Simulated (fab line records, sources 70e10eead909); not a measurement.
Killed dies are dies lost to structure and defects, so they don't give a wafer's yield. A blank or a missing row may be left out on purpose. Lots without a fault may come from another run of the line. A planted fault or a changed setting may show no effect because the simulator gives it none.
Chamber matching | flow nand_harc | NHARC_A_CHANNEL_FILL_D2_CMP_10 on cmp-03: 4 sister chambers
The step polishes, target thk 150 nm. 20 wafers are shown with their chamber, then 10 later ones without.

WAFERS WITH THEIR CHAMBER
wafer  | chamber | motor_current_A (A) | time_to_endpoint_s (s) | retaining_ring_pressure_frac
L075.3 | 1       | 12.5                | 15.0                   | 0.994
L075.4 | 2       | 11.6                | 12.7                   | 1.002
L075.6 | 1       | 12.2                | 14.8                   | 1.001
L077.2 | 2       | 11.8                | 11.3                   | 1.006
L077.3 | 1       | 11.8                | 13.6                   | 1.006
L077.5 | 3       | 10.3                | 11.9                   | 0.998
L079.2 | 2       | 12.4                | 16.3                   | 0.994
L079.5 | 2       | 12.1                | 16.5                   | 0.994
L079.6 | 3       | 10.3                | 15.3                   | 1.002
L081.2 | 1       | 12.4                | 11.7                   | 1.006
L081.3 | 3       | 10.2                | 9.8                    | 0.996
L081.5 | 2       | 11.3                | 10.5                   | 0.989
L082.1 | 3       | 10.0                | 8.4                    | 0.996
L082.4 | 1       | 12.0                | 10.3                   | 1.001
L082.6 | 0       | 10.2                | 12.7                   | 1.005
L087.2 | 1       | 12.0                | 14.4                   | 0.991
L087.4 | 0       | 10.3                | 15.8                   | 0.989
L087.6 | 3       | 10.3                | 17.2                   | 0.993
L089.4 | 0       | 9.8                 | 17.0                   | 0.992
L089.5 | 0       | 9.9                 | 15.3                   | 0.997

SIGNATURES (means of the wafers above)
reading                      | chamber 0 | chamber 1 | chamber 2 | chamber 3 | scatter within a chamber
motor_current_A              | 10.050    | 12.150    | 11.840    | 10.220    | 0.288
time_to_endpoint_s           | 15.200    | 13.300    | 13.460    | 12.520    | 2.66
retaining_ring_pressure_frac | 0.99575   | 0.99983   | 0.99700   | 0.99700   | 0.00597
Rule: a wafer's distance from a chamber is the root of the sum, over the readings, of the square of ((its reading less the chamber's mean) divided by the reading's scatter). The wafer belongs to the nearest chamber; if the next one is less than 2 further off, it can't be placed. The scatter: the root of (the sum of the squares of (reading less its chamber's mean) over the shown wafers, divided by (wafers less chambers)).

WAFERS WITHOUT THEIR CHAMBER
wafer  | motor_current_A (A) | time_to_endpoint_s (s) | retaining_ring_pressure_frac
L089.6 | 10.2                | 14.4                   | 0.994
L090.1 | 13.0                | 13.0                   | 1.003
L090.4 | 11.9                | 15.2                   | 1.005
L090.5 | 9.8                 | 12.9                   | 0.997
L093.2 | 12.1                | 13.7                   | 1.003
L093.3 | 11.9                | 16.5                   | 1.002
L093.6 | 12.7                | 14.5                   | 0.999
L096.3 | 11.8                | 9.6                    | 1.001
L096.4 | 12.2                | 9.3                    | 1.001
L096.5 | 11.5                | 11.5                   | 0.997

WHICH CHAMBER EACH WENT THROUGH
wafer  | from the rows above     | in truth
L089.6 | can't be placed: 0 or 3 | 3
L090.1 | can't be placed: 1 or 2 | 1
L090.4 | can't be placed: 1 or 2 | 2
L090.5 | can't be placed: 0 or 3 | 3
L093.2 | can't be placed: 1 or 2 | 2
L093.3 | can't be placed: 2 or 1 | 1
L093.6 | can't be placed: 1 or 2 | 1
L096.3 | can't be placed: 2 or 1 | 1
L096.4 | can't be placed: 1 or 2 | 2
L096.5 | can't be placed: 2 or 1 | 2
Placed correctly: 0 of 10. Can't be placed from these rows: 10 (the true chamber is among the candidates in 10). Placed wrongly: 0.
